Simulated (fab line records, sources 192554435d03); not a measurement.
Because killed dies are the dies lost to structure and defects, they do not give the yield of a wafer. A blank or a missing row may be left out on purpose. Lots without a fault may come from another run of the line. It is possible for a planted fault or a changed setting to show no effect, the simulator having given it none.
fab line records    flow n5Finfet
record: lots: 24  wafers: 72  lastDay: 20
route steps=1938 shown START@1 WELL_APT@45 PMOS_HMC_CHANNEL_EPI@68 FIN_SAQP@112
lots that met no fault: from a run of the same line without faults
startH: start of the lot's first displayed wafer, in hours after the record's first day    waitH: hours since the lot's step before    " unchanged from the row above    L1.1+2: a single row standing in for several wafers    - no value, or no start was given    * or withheld: withheld    < > ~ a bound
route shown NAME@n: NAME is a module with steps in the file, n the number in the route of the first one    usual: mean/standard deviation of fault-free wafers    same: alike in all rows    chamber/n: place in a boat    sites: readings site by site    _std_site: the values' standard deviation    _edge_site: inner sites' mean taken away from outer sites' mean    radiusMm: for every site, how far away it sits from the centre of the wafer    mask NAME#n: copy n    behind: the last tool/chamber to shape the wafer    hold: reason for holding the lot/hours on hold/outcome of the hold    device: names the non-switching transistor (n, p or np)    end of line: the tests these same wafers got at the end of their route    step lacking rows: just its recipe    killed: dies that structure and defects cost at the first sort, which is not the same as the wafer's yield    map: a wafer's dies, x killed, . not, _ none there
set.NAME: the setting as run; set.NAME@STEP: as run at that earlier step    model.NAME: the simulator's own value behind a step, which no gauge read
a sample of lots followed through the steps of the route, with each step as a table and each wafer as a row
services: when a tool's chamber went out of use (startH, in hours from the record's first day, below 0 if earlier), for how many hours, and the reason
== steps ==
step: N5_START_INSPECT_01
recipe: inspectInstrument: unpatternedScan  mode: incoming
usual: rawDefectCount: 5.8/2.5
lot.wafer  tool              chamber  startH  waitH  rawDefectCount
L074.2     defectInspect-01  -        12.03   -      5
L074.3     "                 -        "       "      7
L074.5     "                 -        "       "      4
L075.1     defectInspect-02  -        18.03   -      4
L075.5     "                 -        "       "      8
L075.6     "                 -        "       "      10
L076.2     defectInspect-02  -        24.03   -      3
L076.3     "                 -        "       "      4
L076.5     "                 -        "       "      10
L077.4     defectInspect-01  -        30.04   -      4
L077.5     "                 -        "       "      4
L077.6     "                 -        "       "      8
L078.1     defectInspect-02  -        36.03   -      7
L078.2     "                 -        "       "      5
L078.6     "                 -        "       "      6
L079.3     defectInspect-02  -        42.03   -      2
L079.5     "                 -        "       "      6
L079.6     "                 -        "       "      5
L080.3     defectInspect-02  -        48.03   -      4
L080.4     "                 -        "       "      9
L080.6     "                 -        "       "      8
L081.2     defectInspect-02  -        54.32   -      5
L081.5     "                 -        "       "      8
L081.6     "                 -        "       "      6
L082.2     defectInspect-02  -        60.03   -      9
L082.4     "                 -        "       "      10
L082.5     "                 -        "       "      5
L083.2     defectInspect-02  -        66.03   -      10
L083.5     "                 -        "       "      4
L083.6     "                 -        "       "      7
L084.1     defectInspect-02  -        72.03   -      5
L084.3     "                 -        "       "      6
L084.4     "                 -        "       "      3
L085.1     defectInspect-02  -        78.03   -      4
L085.2     "                 -        "       "      4
L085.5     "                 -        "       "      6
L086.2     defectInspect-02  -        84.03   -      6
L086.4     "                 -        "       "      5
L086.6     "                 -        "       "      5
L087.2     defectInspect-02  -        90.03   -      9
L087.5     "                 -        "       "      3
L087.6     "                 -        "       "      5
L088.1     defectInspect-01  -        96.03   -      5
L088.2     "                 -        "       "      8
L088.4     "                 -        "       "      9
L089.1     defectInspect-02  -        102.03  -      3
L089.2     "                 -        "       "      4
L089.6     "                 -        "       "      3
L090.2     defectInspect-02  -        108.03  -      7
L090.4     "                 -        "       "      4
L090.6     "                 -        "       "      4
L091.2     defectInspect-01  -        114.03  -      4
L091.4     "                 -        "       "      4
L091.6     "                 -        "       "      7
L092.3     defectInspect-01  -        120.03  -      3
L092.4     "                 -        "       "      5
L092.5     "                 -        "       "      5
L093.1     defectInspect-02  -        126.03  -      6
L093.2     "                 -        "       "      3
L093.5     "                 -        "       "      4
L094.2     defectInspect-02  -        132.03  -      7
L094.3     "                 -        "       "      4
L094.5     "                 -        "       "      5
L095.1     defectInspect-02  -        138.03  -      3
L095.4     "                 -        "       "      11
L095.5     "                 -        "       "      6
L096.1     defectInspect-01  -        144.03  -      11
L096.4     "                 -        "       "      7
L096.6     "                 -        "       "      9
L097.1     defectInspect-01  -        150.03  -      7
L097.4     "                 -        "       "      7
L097.6     "                 -        "       "      4
step: N5_WELL_APT_INSPECT_27
recipe: mode: adi  inspectInstrument: macro
usual: rawDefectCount: 2.2/1.4
lot.wafer  tool              chamber  startH  waitH  rawDefectCount
L074.2     defectInspect-02  -        15.32   0.0    2
L074.3     "                 -        "       "      4
L074.5     "                 -        "       "      2
L075.1     defectInspect-01  -        20.92   0.0    2
L075.5     "                 -        "       "      3
L075.6     "                 -        "       "      2
L076.2     defectInspect-02  -        26.90   0.0    3
L076.3     "                 -        "       "      4
L076.5     "                 -        "       "      3
L077.4     defectInspect-01  -        33.04   0.0    4
L077.5     "                 -        "       "      2
L077.6     "                 -        "       "      1
L078.1     defectInspect-02  -        38.99   0.0    1
L078.2     "                 -        "       "      0
L078.6     "                 -        "       "      2
L079.3     defectInspect-02  -        44.93   0.0    1
L079.5     "                 -        "       "      1
L079.6     "                 -        "       "      2
L080.3     defectInspect-02  -        51.01   0.0    2
L080.4     "                 -        "       "      5
L080.6     "                 -        "       "      0
L081.2     defectInspect-02  -        57.40   0.0    1
L081.5     "                 -        "       "      3
L081.6     "                 -        "       "      1
L082.2     defectInspect-02  -        63.35   0.0    5
L082.4     "                 -        "       "      4
L082.5     "                 -        "       "      3
L083.2     defectInspect-02  -        69.34   0.0    3
L083.5     "                 -        "       "      3
L083.6     "                 -        "       "      0
L084.1     defectInspect-02  -        74.89   0.0    1
L084.3     "                 -        "       "      4
L084.4     "                 -        "       "      2
L085.1     defectInspect-02  -        81.09   0.0    4
L085.2     "                 -        "       "      3
L085.5     "                 -        "       "      1
L086.2     defectInspect-01  -        87.54   0.0    2
L086.4     "                 -        "       "      1
L086.6     "                 -        "       "      4
L087.2     defectInspect-01  -        93.13   0.0    2
L087.5     "                 -        "       "      2
L087.6     "                 -        "       "      3
L088.1     defectInspect-01  -        98.86   0.0    2
L088.2     "                 -        "       "      1
L088.4     "                 -        "       "      2
L089.1     defectInspect-01  -        105.39  0.0    1
L089.2     "                 -        "       "      4
L089.6     "                 -        "       "      2
L090.2     defectInspect-01  -        111.55  0.0    2
L090.4     "                 -        "       "      0
L090.6     "                 -        "       "      3
L091.2     defectInspect-01  -        117.16  0.0    1
L091.4     "                 -        "       "      2
L091.6     "                 -        "       "      1
L092.3     defectInspect-01  -        122.78  0.0    1
L092.4     "                 -        "       "      4
L092.5     "                 -        "       "      3
L093.1     defectInspect-01  -        129.14  0.0    1
L093.2     "                 -        "       "      2
L093.5     "                 -        "       "      1
L094.2     defectInspect-02  -        134.98  0.0    4
L094.3     "                 -        "       "      3
L094.5     "                 -        "       "      3
L095.1     defectInspect-01  -        140.99  0.0    0
L095.4     "                 -        "       "      3
L095.5     "                 -        "       "      2
L096.1     defectInspect-01  -        146.73  0.0    2
L096.4     "                 -        "       "      2
L096.6     "                 -        "       "      8
L097.1     defectInspect-01  -        153.30  0.0    2
L097.4     "                 -        "       "      3
L097.6     "                 -        "       "      2
step: N5_WELL_APT_RTA_34
recipe: tempC: 1000  timeS: 10  ambient: N2  idleTempC: 600  rampUpCPerS: 150  rampDownCPerS: 60  coolToC: 600
usual: lampPowerPct: 13.00/0.05  lamp_zone_4_pct: 12.99/0.032  lamp_zone_6_pct: 12.92/0.03  wafer_temp_C_max: 1003.5/1.1
same: timeS: 10
lot.wafer  tool          chamber  startH  waitH  lampPowerPct  lamp_zone_4_pct  lamp_zone_6_pct  wafer_temp_C_max
L074.2     rtpAnneal-02  0        16.15   0.0    13.02         13.00            12.92            1003.7
L074.3     "             0        "       "      13.00         12.99            12.94            1002.4
L074.5     "             0        "       "      12.99         13.01            12.93            1002.4
L075.1     rtpAnneal-02  0        21.96   0.1    13.02         13.01            12.92            1006.2
L075.5     "             0        "       "      12.97         13.00            12.94            1003.2
L075.6     "             0        "       "      12.99         12.99            12.94            1004.1
L076.2     rtpAnneal-01  0        27.72   0.0    12.98         13.02            12.92            1002.7
L076.3     "             0        "       "      13.09         13.01            12.89            1004.8
L076.5     "             0        "       "      12.98         12.96            12.91            1002.0
L077.4     rtpAnneal-01  0        33.94   0.1    13.03         12.97            12.93            1001.6
L077.5     "             0        "       "      13.10         12.95            12.91            1002.9
L077.6     "             0        "       "      12.99         12.95            12.95            1002.6
L078.1     rtpAnneal-02  0        39.78   0.0    13.17         13.04            12.97            1002.8
L078.2     "             0        "       "      13.00         12.96            12.97            1003.1
L078.6     "             0        "       "      13.05         12.94            12.95            1003.6
L079.3     rtpAnneal-01  0        45.85   0.1    13.03         13.03            12.92            1002.7
L079.5     "             0        "       "      13.05         13.01            12.89            1004.6
L079.6     "             0        "       "      12.95         13.01            12.92            1003.4
L080.3     rtpAnneal-02  0        51.89   0.1    12.98         12.93            12.91            1003.8
L080.4     "             0        "       "      13.00         12.93            12.94            1005.4
L080.6     "             0        "       "      12.94         13.02            12.85            1001.4
L081.2     rtpAnneal-01  0        58.22   0.0    13.06         13.05            12.91            1002.2
L081.5     "             0        "       "      13.01         12.94            12.92            1005.2
L081.6     "             0        "       "      13.02         12.98            12.91            1002.2
L082.2     rtpAnneal-02  0        64.37   0.3    13.05         13.00            12.91            1002.6
L082.4     "             0        "       "      12.96         13.02            12.98            1003.3
L082.5     "             0        "       "      13.07         13.00            12.97            1003.9
L083.2     rtpAnneal-01  0        70.18   0.0    13.10         12.99            12.93            1004.5
L083.5     "             0        "       "      13.01         13.00            12.94            1004.6
L083.6     "             0        "       "      13.01         12.98            12.87            1003.9
L084.1     rtpAnneal-01  0        75.71   0.0    13.03         13.02            12.95            1003.7
L084.3     "             0        "       "      12.95         12.94            12.86            1003.2
L084.4     "             0        "       "      13.04         12.98            12.94            1002.1
L085.1     rtpAnneal-01  0        81.88   0.0    12.90         13.00            12.90            1003.4
L085.2     "             0        "       "      12.98         12.96            12.88            1003.7
L085.5     "             0        "       "      13.03         13.00            12.90            1005.3
L086.2     rtpAnneal-02  0        88.69   0.2    12.93         12.93            12.93            1002.5
L086.4     "             0        "       "      13.02         13.04            12.91            1003.6
L086.6     "             0        "       "      13.00         13.02            12.96            1006.2
L087.2     rtpAnneal-01  0        93.95   0.0    13.05         12.97            12.91            1005.5
L087.5     "             0        "       "      13.02         13.01            12.91            1003.1
L087.6     "             0        "       "      13.01         13.00            12.92            1003.6
L088.1     rtpAnneal-01  0        99.65   0.0    13.07         13.03            12.93            1004.6
L088.2     "             0        "       "      12.94         13.01            12.90            1003.5
L088.4     "             0        "       "      12.97         13.08            12.93            1003.1
L089.1     rtpAnneal-02  0        106.18  0.0    12.94         13.03            12.94            1004.1
L089.2     "             0        "       "      13.04         12.96            12.94            1003.8
L089.6     "             0        "       "      13.10         13.00            12.93            1002.6
L090.2     rtpAnneal-02  0        112.38  0.0    13.01         13.02            12.93            1002.2
L090.4     "             0        "       "      12.97         13.02            12.89            1003.1
L090.6     "             0        "       "      13.01         12.99            12.88            1002.0
L091.2     rtpAnneal-01  0        117.99  0.0    13.01         13.03            12.94            1002.4
L091.4     "             0        "       "      13.03         12.97            12.92            1003.0
L091.6     "             0        "       "      12.99         13.00            12.97            1001.5
L092.3     rtpAnneal-01  0        123.63  0.1    13.04         13.02            12.94            1004.3
L092.4     "             0        "       "      12.97         12.98            12.91            1003.0
L092.5     "             0        "       "      12.97         13.04            12.93            1006.4
L093.1     rtpAnneal-01  0        130.16  0.2    13.02         13.00            12.97            1003.7
L093.2     "             0        "       "      12.91         12.97            12.90            1002.0
L093.5     "             0        "       "      12.99         13.05            12.92            1002.9
L094.2     rtpAnneal-01  0        135.87  0.1    13.02         13.01            12.94            1002.0
L094.3     "             0        "       "      12.99         13.02            12.93            1004.6
L094.5     "             0        "       "      12.99         13.01            13.03            1002.9
L095.1     rtpAnneal-02  0        141.80  0.0    13.04         12.97            12.91            1003.5
L095.4     "             0        "       "      12.95         13.03            12.92            1005.2
L095.5     "             0        "       "      13.02         12.97            12.92            1003.9
L096.1     rtpAnneal-02  0        147.79  0.0    13.08         12.96            12.91            1003.2
L096.4     "             0        "       "      12.94         12.98            12.90            1002.2
L096.6     "             0        "       "      12.96         12.97            12.94            1001.9
L097.1     rtpAnneal-02  0        154.10  0.0    13.03         12.97            12.93            1003.8
L097.4     "             0        "       "      13.01         12.95            12.93            1004.2
L097.6     "             0        "       "      12.99         12.96            12.95            1003.4
step: N5_PMOS_HMC_CHANNEL_EPI_DESCUM_14
recipe: chemistry: O2  timeS: 7.9  sourcePowerW: 50  biasPowerW: 20  pressureMtorr: 20  rfFrequencyHz: 2.712e+07  tempC: 40  resist: CAR-ArF-block  o2FlowSccm: 225
usual: drypumpMotorCurrentA: 5.3/0.45  oesProductAu: 0.77/0.054  rfVppV: 244.2/1.1  showerheadPlenumPTorr: 2.16/0.059  throttleValvePct: 20.42/0.23
same: timeS: 7.9
lot.wafer  tool        chamber  startH  waitH  drypumpMotorCurrentA  oesProductAu  rfHoursCounterH  rfVppV  showerheadPlenumPTorr  throttleValvePct
L074.2     rieDiel-01  2        17.45   0.1    4.9                   0.80          102              245.5   2.12                   20.56
L074.3     "           0        "       "      5.5                   0.79          100              245.3   2.20                   20.19
L074.5     "           3        "       "      4.6                   0.78          -                243.5   2.19                   20.16
L075.1     rieDiel-04  1        23.81   0.3    6.1                   0.71          185              241.7   1.99                   20.39
L075.5     "           3        "       "      5.6                   0.80          -                243.5   2.12                   20.24
L075.6     "           1        "       "      6.1                   0.71          -                241.6   1.99                   20.39
L076.2     rieDiel-02  0        29.00   0.0    5.0                   0.73          152              245.5   2.18                   20.48
L076.3     "           1        "       "      5.0                   0.80          104              244.7   2.21                   20.16
L076.5     "           0        "       "      5.0                   0.72          -                244.3   2.18                   20.48
L077.4     rieDiel-01  0        35.36   0.2    5.5                   0.79          106              243.5   2.20                   20.20
L077.5     "           0        "       "      5.5                   0.79          -                246.1   2.20                   20.19
L077.6     "           1        "       "      5.8                   0.74          -                245.1   2.17                   20.64
L078.1     rieDiel-04  2        41.23   0.2    5.5                   0.76          148              242.3   2.09                   20.42
L078.2     "           1        "       "      6.1                   0.71          191              241.3   1.99                   20.38
L078.6     "           2        "       "      5.5                   0.75          -                242.7   2.09                   20.41
L079.3     rieDiel-02  2        47.70   0.0    4.8                   0.89          35               244.5   2.22                   20.80
L079.5     "           0        "       "      5.0                   0.72          -                243.3   2.18                   20.50
L079.6     "           1        "       "      5.0                   0.79          -                244.8   2.20                   20.15
L080.3     rieDiel-04  2        53.25   0.0    5.5                   0.75          151              242.7   2.09                   20.41
L080.4     "           1        "       "      6.1                   0.71          194              241.6   1.99                   20.40
L080.6     "           0        "       "      6.1                   0.72          -                243.1   2.16                   20.69
L081.2     rieDiel-02  0        59.63   0.1    5.0                   0.71          162              244.4   2.18                   20.50
L081.5     "           3        "       "      5.5                   0.86          -                244.8   2.21                   20.09
L081.6     "           0        "       "      5.1                   0.71          -                243.8   2.17                   20.49
L082.2     rieDiel-02  2        65.91   0.0    4.8                   0.88          40               245.5   2.22                   20.79
L082.4     "           3        "       "      5.5                   0.85          48               245.0   2.21                   20.09
L082.5     "           0        "       "      5.1                   0.71          -                245.4   2.17                   20.49
L083.2     rieDiel-02  3        71.59   0.1    5.5                   0.86          50               245.7   2.21                   20.10
L083.5     "           3        "       "      5.5                   0.86          -                246.8   2.21                   20.08
L083.6     "           0        "       "      5.0                   0.71          -                244.4   2.17                   20.49
L084.1     rieDiel-01  3        77.54   0.0    4.6                   0.77          137              243.7   2.18                   20.21
L084.3     "           0        "       "      5.5                   0.78          119              244.4   2.20                   20.22
L084.4     "           1        "       "      5.8                   0.72          198              243.9   2.17                   20.66
L085.1     rieDiel-01  1        83.29   0.0    5.8                   0.73          199              244.7   2.16                   20.66
L085.2     "           3        "       "      4.7                   0.77          139              244.4   2.18                   20.20
L085.5     "           1        "       "      5.8                   0.72          -                245.4   2.16                   20.66
L086.2     rieDiel-01  0        90.26   0.2    5.5                   0.77          123              244.5   2.20                   20.21
L086.4     "           1        "       "      5.8                   0.72          202              244.2   2.16                   20.68
L086.6     "           0        "       "      5.5                   0.77          -                244.4   2.20                   20.21
L087.2     rieDiel-02  2        95.33   0.0    4.8                   0.87          49               245.7   2.22                   20.80
L087.5     "           2        "       "      4.8                   0.88          -                245.6   2.22                   20.80
L087.6     "           1        "       "      5.1                   0.77          -                245.4   2.20                   20.17
L088.1     rieDiel-04  1        100.94  0.0    6.1                   0.69          209              242.5   1.99                   20.43
L088.2     "           3        "       "      5.6                   0.78          114              243.5   2.11                   20.27
L088.4     "           0        "       "      6.1                   0.71          223              244.6   2.16                   20.73
L089.1     rieDiel-02  1        107.78  0.0    5.0                   0.78          127              244.4   2.20                   20.18
L089.2     "           2        "       "      4.8                   0.88          53               244.8   2.21                   20.82
L089.6     "           0        "       "      5.1                   0.71          -                243.9   2.17                   20.50
L090.2     rieDiel-01  1        113.97  0.0    5.7                   0.71          210              243.9   2.16                   20.67
L090.4     "           3        "       "      4.7                   0.76          -                244.7   2.18                   20.21
L090.6     "           2        "       "      5.0                   0.77          -                244.0   2.11                   20.60
L091.2     rieDiel-04  1        119.96  0.4    6.1                   0.69          215              242.2   1.98                   20.43
L091.4     "           3        "       "      5.6                   0.78          119              242.2   2.11                   20.27
L091.6     "           1        "       "      6.1                   0.69          -                242.4   1.98                   20.45
L092.3     rieDiel-01  1        125.20  0.0    5.8                   0.71          216              245.0   2.16                   20.69
L092.4     "           0        "       "      5.5                   0.77          129              245.4   2.19                   20.24
L092.5     "           1        "       "      5.8                   0.71          -                245.0   2.16                   20.69
L093.1     rieDiel-02  2        131.77  0.0    4.8                   0.85          59               246.0   2.21                   20.81
L093.2     "           0        "       "      5.1                   0.70          181              244.4   2.17                   20.51
L093.5     "           1        "       "      5.0                   0.78          -                244.5   2.19                   20.18
L094.2     rieDiel-01  1        137.76  0.5    5.7                   0.71          219              244.7   2.16                   20.70
L094.3     "           2        "       "      5.0                   0.76          142              242.9   2.11                   20.62
L094.5     "           1        "       "      5.8                   0.70          -                244.6   2.16                   20.70
L095.1     rieDiel-04  0        143.31  0.1    6.1                   0.70          235              244.1   2.15                   20.75
L095.4     "           1        "       "      6.1                   0.69          223              241.0   1.98                   20.45
L095.5     "           3        "       "      5.6                   0.77          -                243.3   2.11                   20.28
L096.1     rieDiel-01  2        149.20  0.0    5.0                   0.76          145              242.4   2.11                   20.63
L096.4     "           1        "       "      5.7                   0.70          223              245.1   2.16                   20.69
L096.6     "           1        "       "      5.8                   0.70          -                243.7   2.16                   20.71
L097.1     rieDiel-02  3        155.53  0.1    5.5                   0.83          75               245.1   2.20                   20.13
L097.4     "           1        "       "      5.1                   0.77          142              243.6   2.19                   20.20
L097.6     "           2        "       "      4.8                   0.84          -                244.5   2.21                   20.84
step: N5_PMOS_HMC_CHANNEL_EPI_INSPECT_30
recipe: inspectInstrument: darkfield  mode: postEpi
usual: rawDefectCount: 18/6.4
lot.wafer  tool              chamber  startH  waitH  rawDefectCount
L074.2     defectInspect-02  -        20.61   0.0    14
L074.3     "                 -        "       "      31
L074.5     "                 -        "       "      17
L075.1     defectInspect-01  -        26.96   0.0    17
L075.5     "                 -        "       "      9
L075.6     "                 -        "       "      15
L076.2     defectInspect-02  -        31.73   0.0    17
L076.3     "                 -        "       "      23
L076.5     "                 -        "       "      23
L077.4     defectInspect-02  -        38.14   0.0    22
L077.5     "                 -        "       "      37
L077.6     "                 -        "       "      22
L078.1     defectInspect-02  -        43.97   0.0    29
L078.2     "                 -        "       "      7
L078.6     "                 -        "       "      19
L079.3     defectInspect-02  -        50.68   0.0    18
L079.5     "                 -        "       "      31
L079.6     "                 -        "       "      20
L080.3     defectInspect-02  -        56.39   0.0    19
L080.4     "                 -        "       "      24
L080.6     "                 -        "       "      6
L081.2     defectInspect-02  -        62.37   0.0    18
L081.5     "                 -        "       "      13
L081.6     "                 -        "       "      30
L082.2     defectInspect-02  -        68.86   0.2    7
L082.4     "                 -        "       "      17
L082.5     "                 -        "       "      16
L083.2     defectInspect-02  -        74.37   0.0    20
L083.5     "                 -        "       "      9
L083.6     "                 -        "       "      20
L084.1     defectInspect-02  -        80.29   0.0    12
L084.3     "                 -        "       "      15
L084.4     "                 -        "       "      21
L085.1     defectInspect-01  -        86.08   0.0    12
L085.2     "                 -        "       "      16
L085.5     "                 -        "       "      15
L086.2     defectInspect-01  -        93.02   0.0    15
L086.4     "                 -        "       "      17
L086.6     "                 -        "       "      15
L087.2     defectInspect-01  -        98.59   0.0    21
L087.5     "                 -        "       "      17
L087.6     "                 -        "       "      21
L088.1     defectInspect-02  -        104.18  0.0    30
L088.2     "                 -        "       "      17
L088.4     "                 -        "       "      15
L089.1     defectInspect-01  -        111.04  0.0    21
L089.2     "                 -        "       "      20
L089.6     "                 -        "       "      18
L090.2     defectInspect-01  -        117.22  0.0    15
L090.4     "                 -        "       "      19
L090.6     "                 -        "       "      22
L091.2     defectInspect-01  -        123.21  0.0    14
L091.4     "                 -        "       "      25
L091.6     "                 -        "       "      23
L092.3     defectInspect-02  -        128.45  0.0    21
L092.4     "                 -        "       "      15
L092.5     "                 -        "       "      19
L093.1     defectInspect-02  -        134.61  0.0    15
L093.2     "                 -        "       "      22
L093.5     "                 -        "       "      14
L094.2     defectInspect-02  -        140.50  0.0    20
L094.3     "                 -        "       "      11
L094.5     "                 -        "       "      31
L095.1     defectInspect-01  -        146.06  0.0    13
L095.4     "                 -        "       "      8
L095.5     "                 -        "       "      9
L096.1     defectInspect-02  -        151.93  0.0    17
L096.4     "                 -        "       "      27
L096.6     "                 -        "       "      33
L097.1     defectInspect-02  -        158.27  0.0    20
L097.4     "                 -        "       "      12
L097.6     "                 -        "       "      9
step: N5_FIN_SAQP_OVL_MEAS_17
recipe: pointsPerWafer: 44
usual: FIN_CORE_OVL: 0.5/0.84
lot.wafer  tool        chamber  startH  waitH  FIN_CORE_OVL[nm]
L074.2     overlay-02  0        22.02   0.0    0.1
L074.3     "           0        "       "      -0.3
L074.5     "           0        "       "      0.2
L075.1     overlay-02  0        28.42   0.0    2.1
L075.5     "           0        "       "      1.5
L075.6     "           0        "       "      2.2
L076.2     overlay-02  0        33.44   0.0    0.3
L076.3     "           0        "       "      0.4
L076.5     "           0        "       "      1.5
L077.4     overlay-01  0        39.40   0.0    0.0
L077.5     "           0        "       "      0.6
L077.6     "           0        "       "      1.3
L078.1     overlay-01  0        45.36   0.0    1.0
L078.2     "           0        "       "      0.5
L078.6     "           0        "       "      0.4
L079.3     overlay-01  0        52.12   0.0    -0.3
L079.5     "           0        "       "      -1.0
L079.6     "           0        "       "      -1.4
L080.3     overlay-01  0        57.85   0.0    1.1
L080.4     "           0        "       "      0.5
L080.6     "           0        "       "      0.7
L081.2     overlay-02  0        63.91   0.0    -0.5
L081.5     "           0        "       "      0.5
L081.6     "           0        "       "      0.5
L082.2     overlay-02  0        70.17   0.0    -0.1
L082.4     "           0        "       "      0.6
L082.5     "           0        "       "      0.3
L083.2     overlay-02  0        75.80   0.0    0.1
L083.5     "           0        "       "      0.5
L083.6     "           0        "       "      1.3
L084.1     overlay-02  0        81.82   0.0    1.1
L084.3     "           0        "       "      0.8
L084.4     "           0        "       "      0.0
L085.1     overlay-02  0        87.73   0.0    0.9
L085.2     "           0        "       "      -0.4
L085.5     "           0        "       "      1.0
L086.2     overlay-01  0        94.76   0.0    -0.6
L086.4     "           0        "       "      0.8
L086.6     "           0        "       "      -1.1
L087.2     overlay-02  0        100.11  0.0    1.3
L087.5     "           0        "       "      1.3
L087.6     "           0        "       "      0.5
L088.1     overlay-02  0        105.55  0.0    0.1
L088.2     "           0        "       "      2.0
L088.4     "           0        "       "      2.4
L089.1     overlay-02  0        112.43  0.0    0.9
L089.2     "           0        "       "      1.4
L089.6     "           0        "       "      0.7
L090.2     overlay-02  0        118.47  0.0    0.6
L090.4     "           0        "       "      -0.5
L090.6     "           0        "       "      2.4
L091.2     overlay-01  0        124.44  0.0    -0.5
L091.4     "           0        "       "      -0.6
L091.6     "           0        "       "      -0.4
L092.3     overlay-02  0        130.90  0.0    2.3
L092.4     "           0        "       "      0.9
L092.5     "           0        "       "      2.1
L093.1     overlay-02  0        135.84  0.0    -0.3
L093.2     "           0        "       "      -0.8
L093.5     "           0        "       "      -0.4
L094.2     overlay-01  0        141.86  0.0    1.7
L094.3     "           0        "       "      1.0
L094.5     "           0        "       "      1.9
L095.1     overlay-01  0        147.81  0.0    2.2
L095.4     "           0        "       "      -0.1
L095.5     "           0        "       "      0.1
L096.1     overlay-01  0        153.56  0.0    -0.2
L096.4     "           0        "       "      -0.5
L096.6     "           0        "       "      -1.2
L097.1     overlay-02  0        159.63  0.0    1.2
L097.4     "           0        "       "      0.1
L097.6     "           0        "       "      -0.2
== services ==
tool        chamber  startH  hours  kind
rieDiel-01  1        2.73    6.3    repair
rieDiel-04  1        8.23    5.3    repair
rieDiel-02  -        9.99    15.6   pm
rieDiel-04  0        15.45   16.7   repair
rieDiel-04  3        40.64   4.0    repair
rieDiel-04  3        87.56   2.5    repair
rieDiel-02  0        100.91  6.0    repair
rieDiel-02  2        137.47  6.3    repair
== key ==
fault none
